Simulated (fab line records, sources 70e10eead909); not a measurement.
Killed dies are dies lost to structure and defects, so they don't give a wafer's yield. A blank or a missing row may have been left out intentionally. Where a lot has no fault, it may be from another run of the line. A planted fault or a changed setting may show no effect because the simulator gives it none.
The tool behind it: which one? / flow nand_harc / 11 lots with 33 wafers sampled at 4 steps, on a route of 1302 steps

## WHAT THE GAUGES READ, wafer by wafer
NHARC_P_M2_CD_MEAS_09: target cd 170 nm.
lot=L351; measured=day 7 09:05; on=cd_sem-02; cd_nm (nm)=170.4 169.6 169.3
lot=L350; measured=day 7 09:43; on=cd_sem-03; cd_nm (nm)=170.9 170.2 170.0
lot=L353; measured=day 8 03:58; on=cd_sem-03; cd_nm (nm)=170.2 169.9 170.2
lot=L354; measured=day 8 11:19; on=cd_sem-01; cd_nm (nm)=169.6 170.2 169.1
lot=L359; measured=day 10 16:23; on=cd_sem-01; cd_nm (nm)=- - -
lot=L360; measured=day 10 20:28; on=cd_sem-02; cd_nm (nm)=170.9 170.0 169.8
lot=L361; measured=day 11 10:00; on=cd_sem-03; cd_nm (nm)=- - -
lot=L365; measured=day 13 03:10; on=cd_sem-02; cd_nm (nm)=169.6 170.0 170.0
lot=L367; measured=day 14 13:01; on=cd_sem-02; cd_nm (nm)=170.4 171.2 170.5
lot=L368; measured=day 14 13:28; on=cd_sem-02; cd_nm (nm)=170.3 170.6 170.2
lot=L371; measured=day 15 17:22; on=cd_sem-01; cd_nm (nm)=170.2 170.6 170.1

## WHICH TOOL RAN EACH LOT (tool, then ch and the chambers of the sampled wafers, then the start)
lot=L351; NHARC_P_M1_ANNEAL_31=rtp_anneal-01 ch 0, day 7 06:55; NHARC_P_M1_DEP_33=pecvd-02 ch 0,1, day 7 07:53; NHARC_P_M2_EXPOSE_06=arfi_scanner-03 ch 0, day 7 08:57
lot=L350; NHARC_P_M1_ANNEAL_31=rtp_anneal-01 ch 0, day 7 07:46; NHARC_P_M1_DEP_33=pecvd-02 ch 0,2, day 7 08:42; NHARC_P_M2_EXPOSE_06=arfi_scanner-03 ch 0, day 7 09:35
lot=L353; NHARC_P_M1_ANNEAL_31=rtp_anneal-02 ch 0, day 8 01:45; NHARC_P_M1_DEP_33=pecvd-01 ch 0,1,2, day 8 02:43; NHARC_P_M2_EXPOSE_06=arfi_scanner-02 ch 0, day 8 03:50
lot=L354; NHARC_P_M1_ANNEAL_31=rtp_anneal-02 ch 0, day 8 09:12; NHARC_P_M1_DEP_33=pecvd-01 ch 0,1,2, day 8 10:11; NHARC_P_M2_EXPOSE_06=arfi_scanner-02 ch 0, day 8 11:10
lot=L359; NHARC_P_M1_ANNEAL_31=rtp_anneal-01 ch 0, day 10 14:15; NHARC_P_M1_DEP_33=pecvd-01 ch 1,2, day 10 15:13; NHARC_P_M2_EXPOSE_06=arfi_scanner-02 ch 0, day 10 16:14
lot=L360; NHARC_P_M1_ANNEAL_31=rtp_anneal-01 ch 0, day 10 18:10; NHARC_P_M1_DEP_33=pecvd-04 ch 1,2, day 10 19:07; NHARC_P_M2_EXPOSE_06=arfi_scanner-01 ch 0, day 10 20:20
lot=L361; NHARC_P_M1_ANNEAL_31=rtp_anneal-02 ch 0, day 11 07:55; NHARC_P_M1_DEP_33=pecvd-02 ch 0,1,2, day 11 08:47; NHARC_P_M2_EXPOSE_06=arfi_scanner-02 ch 0, day 11 09:52
lot=L365; NHARC_P_M1_ANNEAL_31=rtp_anneal-01 ch 0, day 13 01:00; NHARC_P_M1_DEP_33=pecvd-04 ch 1,2, day 13 01:55; NHARC_P_M2_EXPOSE_06=arfi_scanner-01 ch 0, day 13 03:01
lot=L367; NHARC_P_M1_ANNEAL_31=rtp_anneal-01 ch 0, day 14 10:58; NHARC_P_M1_DEP_33=pecvd-04 ch 0,1,2, day 14 11:55; NHARC_P_M2_EXPOSE_06=arfi_scanner-01 ch 0, day 14 12:53
lot=L368; NHARC_P_M1_ANNEAL_31=rtp_anneal-02 ch 0, day 14 11:28; NHARC_P_M1_DEP_33=pecvd-02 ch 0,1,2, day 14 12:28; NHARC_P_M2_EXPOSE_06=arfi_scanner-01 ch 0, day 14 13:20
lot=L371; NHARC_P_M1_ANNEAL_31=rtp_anneal-02 ch 0, day 15 15:12; NHARC_P_M1_DEP_33=pecvd-04 ch 0,1, day 15 16:07; NHARC_P_M2_EXPOSE_06=arfi_scanner-02 ch 0, day 15 17:13
- NHARC_P_M1_ANNEAL_31: time 90 s.
- NHARC_P_M1_DEP_33: deposits SiCN, target thk 30 nm.
- NHARC_P_M2_EXPOSE_06: exposes mask P M2, target cd 170 nm.

## THE ANSWER, worked out from the rows above alone
Rule: usual is defined by the lots themselves. Put in order of their means at a reading, lots are off if they are a third of the lots or fewer, leave a main group of 4 or more, and stand apart from it by a gap of 3 or more times the standard deviation of the main group's means; of several such gaps the widest counts. Not used: any main group whose means are identical at the precision the tables above print for the reading. Also off: a lot with no number at a reading for which 4 or more lots have one. Where the step has rows for the other lots, those lots are counted as sound.
Off, at NHARC_P_M2_CD_MEAS_09 on cd_nm: L359, L361. Without a number there: L359, L361. The main group has a mean of 170.1 nm with a standard deviation of 0.32.
A tool fits if, at a process step before that reading, it ran every lot that is off, and no sound lot after the first of them. Gauges at NHARC_P_M2_CD_MEAS_09: tried the same way as those tools. Of those tried, none fits.

## WHAT WAS PUT IN BY THE SIMULATOR
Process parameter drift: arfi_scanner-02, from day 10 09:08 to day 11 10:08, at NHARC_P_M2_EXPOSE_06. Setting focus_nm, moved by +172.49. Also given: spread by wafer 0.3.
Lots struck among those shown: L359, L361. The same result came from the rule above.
